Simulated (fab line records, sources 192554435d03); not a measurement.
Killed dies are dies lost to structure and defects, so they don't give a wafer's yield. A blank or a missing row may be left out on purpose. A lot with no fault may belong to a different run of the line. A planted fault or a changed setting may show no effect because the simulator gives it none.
Matching of chambers ; flow n5 finfet ; N5_BEOL_M1_PRE_CLEAN_60 on cvd co-02: 3 sister chambers
The step time 15 s. 3 wafers are shown with their chamber, then 12 later ones without.

== WAFERS WITH THEIR CHAMBER ==
wafer;chamber;heater power w (W)
L089.4;1;71
L087.4;2;87
L087.5;0;90

== WAFERS WITHOUT THEIR CHAMBER ==
wafer;heater power w (W)
L088.2;94
L088.3;72
L088.5;89
L093.1;92
L093.3;90
L093.6;95
L094.1;93
L094.2;90
L094.3;72
L097.1;94
L097.3;89
L097.6;74

== WHICH CHAMBER EACH ONE RAN IN ==
wafer;from the rows above;in truth
L088.2;can't be placed: 0 or 2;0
L088.3;1;1
L088.5;can't be placed: 0 or 2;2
L093.1;can't be placed: 0 or 2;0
L093.3;can't be placed: 0 or 2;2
L093.6;can't be placed: 0 or 2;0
L094.1;can't be placed: 0 or 2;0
L094.2;can't be placed: 0 or 2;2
L094.3;1;1
L097.1;can't be placed: 0 or 2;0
L097.3;can't be placed: 0 or 2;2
L097.6;1;1
Correctly placed: 3 of 12. Can't be placed from these rows: 9 (the true chamber is among the candidates in 9). 0 placed wrongly.
How it was worked out, from the rows above alone: a wafer's distance from a chamber is the root of the sum, over the readings, of the square of ((its reading less the chamber's mean) divided by the reading's scatter). The wafer belongs to the nearest chamber; if the next one is less than 2 further off, it can't be placed. For every chamber, the mean is computed from those of its wafers that are shown. The scatter (one wafer shown for each chamber): square how far every hidden wafer sits from the nearest shown wafer, average those squares and take the square root.
